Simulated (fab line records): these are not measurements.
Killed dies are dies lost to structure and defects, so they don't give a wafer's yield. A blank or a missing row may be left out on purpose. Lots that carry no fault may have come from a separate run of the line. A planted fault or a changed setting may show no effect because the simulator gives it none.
Comparing a struck lot with a sound one || flow nand-harc || 17 steps out of a route of 1302
Sound: wafers L336.1, L336.3, L336.5. Struck: wafers L337.1, L337.3, L337.6. The cause is named last.
Per side, at each step with rows, come the tool, then ch with its chambers, and then its first start. Under that, the readings that differ: sound wafers || struck wafers || difference of the means || sigmas: that difference in standard deviations of wafers without a fault.
alike: a reading whose means differ by less than 2 such deviations, as well as words and numbers matching on both sides. not compared: withheld readings; readings where some wafer has no value; bounds like >300 that might hide an equal value; numbers whose values overlap and for which the record gives no deviation.
Wherever a step has rows on one side only, a row that says differs or no value, or a row with sigmas, the two part there. Non-overlapping numbers with no deviation appear without sigmas and do not part them. Lack of a reading on every wafer of one side parts them only where that side has two or more wafers.

NHARC_P_GATE_CD_MEAS_46: target cd 720 nm.
  sound on cd-sem-02 ch 0, day 6 05:52; struck on cd-sem-03 ch 0, day 6 23:55
  alike: cd-nm
then, 1 step without rows for these wafers: NHARC_P_GATE_HARDBAKE_47 (time 80 s).
NHARC_P_GATE_DESCUM_48: chemistry O2, time 3 s.
  sound on rie-diel-04 ch 1,3, day 6 06:02; struck on rie-diel-03 ch 0,1, day 7 00:05
{"reading": "oes-product-au (a.u.)", "sound": "0.993 0.990 0.985", "struck": "1.004 1.012 0.999", "difference": "+0.016", "sigmas": "+2"}
  alike: drypump-motor-current-A, rf-vpp-V, showerhead-plenum-p-Torr, throttle-valve-pct
  not compared: rf-hours-counter-h
next, for these wafers, 1 step has no rows: NHARC_P_GATE_IMPLANT_49.
NHARC_P_GATE_STRIP_111: strips in N2/H2, time 250 s.
  sound on plasma-asher-02 ch 0,1, day 6 06:37; struck on plasma-asher-02 ch 0,1, day 7 00:27
  alike: drypump-motor-current-A, heater-power-w
  not compared: rf-hours-counter-h
NHARC_P_GATE_STRIP_75: strips in O2.
  sound on plasma-asher-02 ch 0,1, day 6 06:53; struck on plasma-asher-02 ch 0,1, day 7 00:45
  alike: drypump-motor-current-A, heater-power-w
  not compared: rf-hours-counter-h
then, 6 steps without rows for these wafers: NHARC_P_GATE_STRIP_50 (strips in SPM, time 900 s); NHARC_P_GATE_DEHYDRATE_51 (time 120 s); NHARC_P_GATE_HMDS_52 (time 30 s); NHARC_P_GATE_COAT_53; NHARC_P_GATE_SOFTBAKE_54 (time 95 s); NHARC_P_GATE_EBR_55.
NHARC_P_GATE_EXPOSE_56: exposes mask P PSD, target cd 720 nm.
  sound on krf-scanner-02 ch 0, day 6 07:31; struck on krf-scanner-03 ch 0, day 7 01:31
{"reading": "mask", "sound": "P_PSD#0 P_PSD#0 P_PSD#0", "struck": "P_HVN#0 P_HVN#0 P_HVN#0", "difference": "differs", "sigmas": ""}
then, 2 steps without rows for these wafers: NHARC_P_GATE_PEB_57 (peb time 85 s); NHARC_P_GATE_DEVELOP_58 (time 70 s).
NHARC_P_GATE_CD_MEAS_59: target cd 720 nm.
  sound on cd-sem-01 ch 0, day 6 07:40; struck on cd-sem-01 ch 0, day 7 01:41
{"reading": "cd-nm (nm)", "sound": "716.6 720.5 718.9", "struck": "- - -", "difference": "no value on the struck wafers", "sigmas": ""}
then, 1 step without rows for these wafers: NHARC_P_GATE_HARDBAKE_60 (time 80 s).

## WHERE THEY PART
Earliest at NHARC_P_GATE_DESCUM_48; latest, in this record, at NHARC_P_GATE_CD_MEAS_59.

WHY: the cause the simulator had injected
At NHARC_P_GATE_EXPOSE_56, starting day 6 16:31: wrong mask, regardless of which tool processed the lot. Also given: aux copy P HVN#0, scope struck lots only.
